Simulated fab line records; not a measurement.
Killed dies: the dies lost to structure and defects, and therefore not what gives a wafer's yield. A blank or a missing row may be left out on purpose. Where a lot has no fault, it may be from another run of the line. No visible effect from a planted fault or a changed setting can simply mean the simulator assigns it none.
Check of tool commonality || flow nand_harc || Sampled: 12 lots, 36 wafers

WHY IT WAS OPENED
Flagged at NHARC_P_CONTACT_INSPECT_27: reading raw_defect_count, on 2 of 12 lots. Wafers without a fault read 244, standard deviation 100.
Rule: a lot gets a flag if all its wafers with a number sit over 4 standard deviations from that mean, or if no wafer of it has a number. The other lots count as sound.

{"lot": "L683", "measured": "day 6 11:27", "on": "defect_inspect-01", "raw_defect_count, wafer by wafer": "276 201 411", "flag": ""}
{"lot": "L684", "measured": "day 7 01:28", "on": "defect_inspect-02", "raw_defect_count, wafer by wafer": "173 180 114", "flag": ""}
{"lot": "L685", "measured": "day 7 04:21", "on": "defect_inspect-02", "raw_defect_count, wafer by wafer": "248 280 324", "flag": ""}
{"lot": "L686", "measured": "day 7 11:46", "on": "defect_inspect-02", "raw_defect_count, wafer by wafer": "174 188 181", "flag": ""}
{"lot": "L687", "measured": "day 8 04:42", "on": "defect_inspect-02", "raw_defect_count, wafer by wafer": "274 180 209", "flag": ""}
{"lot": "L690", "measured": "day 9 09:29", "on": "defect_inspect-01", "raw_defect_count, wafer by wafer": "321 300 197", "flag": ""}
{"lot": "L691", "measured": "day 9 15:13", "on": "defect_inspect-02", "raw_defect_count, wafer by wafer": "262 175 236", "flag": ""}
{"lot": "L693", "measured": "day 10 17:55", "on": "defect_inspect-02", "raw_defect_count, wafer by wafer": "547 175 361", "flag": ""}
{"lot": "L694", "measured": "day 11 03:28", "on": "defect_inspect-02", "raw_defect_count, wafer by wafer": "234 222 215", "flag": ""}
{"lot": "L699", "measured": "day 12 23:21", "on": "defect_inspect-01", "raw_defect_count, wafer by wafer": "2298 2352 2307", "flag": "FLAGGED"}
{"lot": "L700", "measured": "day 13 13:34", "on": "defect_inspect-02", "raw_defect_count, wafer by wafer": "2505 2337 2553", "flag": "FLAGGED"}
{"lot": "L705", "measured": "day 15 11:50", "on": "defect_inspect-02", "raw_defect_count, wafer by wafer": "240 218 229", "flag": ""}
Average over the flagged lots: 2392; offset from the usual +2148, equal to +21 standard deviations.

EACH LOT AND THE TOOL IT RAN ON
Before the reading, the record contains 3 process steps out of a 1302-step route. Read each cell as the tool, then ch plus the chambers that the sampled wafers visited, then the start.
{"lot": "L683", "flag": "", "NHARC_P_CONTACT_ETCH_18": "rie_diel-13 ch 2,3, day 6 09:19 or earlier", "NHARC_P_CONTACT_STRIP_28": "rie_diel-08 ch 0,2,3, day 6 09:19", "NHARC_P_CONTACT_CMP_24": "cmp-04 ch 0,1,2, day 6 11:05"}
{"lot": "L684", "flag": "", "NHARC_P_CONTACT_ETCH_18": "rie_diel-08 ch 0,1,2, day 6 23:19 or earlier", "NHARC_P_CONTACT_STRIP_28": "rie_diel-04 ch 0,1, day 6 23:19", "NHARC_P_CONTACT_CMP_24": "cmp-03 ch 0,1,2, day 7 01:07"}
{"lot": "L685", "flag": "", "NHARC_P_CONTACT_ETCH_18": "rie_diel-04 ch 0,2, day 7 02:10 or earlier", "NHARC_P_CONTACT_STRIP_28": "rie_diel-08 ch 0,1,2, day 7 02:10", "NHARC_P_CONTACT_CMP_24": "cmp-02 ch 1,2,3, day 7 03:59"}
{"lot": "L686", "flag": "", "NHARC_P_CONTACT_ETCH_18": "rie_diel-08 ch 0,1,2, day 7 09:37 or earlier", "NHARC_P_CONTACT_STRIP_28": "rie_diel-04 ch 0,1, day 7 09:37", "NHARC_P_CONTACT_CMP_24": "cmp-02 ch 1,2,3, day 7 11:24"}
{"lot": "L687", "flag": "", "NHARC_P_CONTACT_ETCH_18": "rie_diel-04 ch 1,2, day 8 02:34 or earlier", "NHARC_P_CONTACT_STRIP_28": "rie_diel-08 ch 0,3, day 8 02:34", "NHARC_P_CONTACT_CMP_24": "cmp-03 ch 0,2,3, day 8 04:18"}
{"lot": "L690", "flag": "", "NHARC_P_CONTACT_ETCH_18": "rie_diel-04 ch 1,2,3, day 9 07:19 or earlier", "NHARC_P_CONTACT_STRIP_28": "rie_diel-13 ch 0,2, day 9 07:19", "NHARC_P_CONTACT_CMP_24": "cmp-03 ch 0,1, day 9 09:07"}
{"lot": "L691", "flag": "", "NHARC_P_CONTACT_ETCH_18": "rie_diel-04 ch 0,2, day 9 13:05 or earlier", "NHARC_P_CONTACT_STRIP_28": "rie_diel-08 ch 2,3, day 9 13:05", "NHARC_P_CONTACT_CMP_24": "cmp-04 ch 0,3, day 9 14:49"}
{"lot": "L693", "flag": "", "NHARC_P_CONTACT_ETCH_18": "rie_diel-04 ch 0,1,2, day 10 15:48 or earlier", "NHARC_P_CONTACT_STRIP_28": "rie_diel-08 ch 0,1, day 10 15:48", "NHARC_P_CONTACT_CMP_24": "cmp-04 ch 0,1,3, day 10 17:34"}
{"lot": "L694", "flag": "", "NHARC_P_CONTACT_ETCH_18": "rie_diel-08 ch 0,3, day 11 01:22 or earlier", "NHARC_P_CONTACT_STRIP_28": "rie_diel-13 ch 0,1,2, day 11 01:22", "NHARC_P_CONTACT_CMP_24": "cmp-03 ch 0,3, day 11 03:04"}
{"lot": "L699", "flag": "FLAGGED", "NHARC_P_CONTACT_ETCH_18": "rie_diel-13 ch 0,2,3, day 12 21:13 or earlier", "NHARC_P_CONTACT_STRIP_28": "rie_diel-04 ch 1,3, day 12 21:13", "NHARC_P_CONTACT_CMP_24": "cmp-04 ch 2,3, day 12 22:56"}
{"lot": "L700", "flag": "FLAGGED", "NHARC_P_CONTACT_ETCH_18": "rie_diel-04 ch 1,3, day 13 11:26 or earlier", "NHARC_P_CONTACT_STRIP_28": "rie_diel-13 ch 0,1,3, day 13 11:26", "NHARC_P_CONTACT_CMP_24": "cmp-04 ch 0,3, day 13 13:11"}
{"lot": "L705", "flag": "", "NHARC_P_CONTACT_ETCH_18": "rie_diel-04 ch 0,2,3, day 15 09:43 or earlier", "NHARC_P_CONTACT_STRIP_28": "rie_diel-08 ch 0,2,3, day 15 09:43", "NHARC_P_CONTACT_CMP_24": "cmp-02 ch 0,1,2, day 15 11:26"}
What the steps here do:
- NHARC_P_CONTACT_ETCH_18: etches the open film in C4F8/O2/Ar, target depth 481 nm, time 240.5 s.
- NHARC_P_CONTACT_STRIP_28: strips in O2.
- NHARC_P_CONTACT_CMP_24: polishes, t overpolish 30 s, target thk 200 nm.
- NHARC_P_CONTACT_INSPECT_27

FLAGGED AGAINST TOTAL, ONE TOOL AT A TIME (gauges that did the reading follow at the end)
{"step": "NHARC_P_CONTACT_ETCH_18", "tool": "rie_diel-04", "lots run": 7, "flagged": 1, "share of the flagged lots": "some", "sound lots run after its first flagged lot": "1 (L705)"}
{"step": "NHARC_P_CONTACT_ETCH_18", "tool": "rie_diel-08", "lots run": 3, "flagged": 0, "share of the flagged lots": "none", "sound lots run after its first flagged lot": "-"}
{"step": "NHARC_P_CONTACT_ETCH_18", "tool": "rie_diel-13", "lots run": 2, "flagged": 1, "share of the flagged lots": "some", "sound lots run after its first flagged lot": 0}
{"step": "NHARC_P_CONTACT_STRIP_28", "tool": "rie_diel-04", "lots run": 3, "flagged": 1, "share of the flagged lots": "some", "sound lots run after its first flagged lot": 0}
{"step": "NHARC_P_CONTACT_STRIP_28", "tool": "rie_diel-08", "lots run": 6, "flagged": 0, "share of the flagged lots": "none", "sound lots run after its first flagged lot": "-"}
{"step": "NHARC_P_CONTACT_STRIP_28", "tool": "rie_diel-13", "lots run": 3, "flagged": 1, "share of the flagged lots": "some", "sound lots run after its first flagged lot": 0}
{"step": "NHARC_P_CONTACT_CMP_24", "tool": "cmp-02", "lots run": 3, "flagged": 0, "share of the flagged lots": "none", "sound lots run after its first flagged lot": "-"}
{"step": "NHARC_P_CONTACT_CMP_24", "tool": "cmp-03", "lots run": 4, "flagged": 0, "share of the flagged lots": "none", "sound lots run after its first flagged lot": "-"}
{"step": "NHARC_P_CONTACT_CMP_24", "tool": "cmp-04", "lots run": 5, "flagged": 2, "share of the flagged lots": "all", "sound lots run after its first flagged lot": 0}
{"step": "NHARC_P_CONTACT_INSPECT_27", "tool": "defect_inspect-01", "lots run": 3, "flagged": 1, "share of the flagged lots": "some", "sound lots run after its first flagged lot": 0}
{"step": "NHARC_P_CONTACT_INSPECT_27", "tool": "defect_inspect-02", "lots run": 9, "flagged": 1, "share of the flagged lots": "some", "sound lots run after its first flagged lot": "1 (L705)"}
With no start given for some of its lots, NHARC_P_CONTACT_ETCH_18 uses the hours and lot order of NHARC_P_CONTACT_STRIP_28.

THE TABLE: WHAT IT ALLOWS
Rows of the table that ran each flagged lot: 1, that is cmp-04 at NHARC_P_CONTACT_CMP_24.
- cmp-04 at NHARC_P_CONTACT_CMP_24 ran 5 lots, 2 of them flagged. A fault beginning between L693 (day 10 17:34), its last sound lot, and L699 (day 12 22:56), its first flagged one, fits the data. On the flagged lots its readings are blank where sound lots have values: edge_zone_pressure_frac, motor_current_A, overpolish_run_s, time_to_endpoint_s.
What remains is a single tool, cmp-04 at NHARC_P_CONTACT_CMP_24.

WHAT WAS PUT IN BY THE SIMULATOR
At NHARC_P_CONTACT_CMP_24, the step was skipped entirely on cmp-04 from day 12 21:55 on. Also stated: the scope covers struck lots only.
Shown lots that were struck: L699, L700. The rule above found the same.
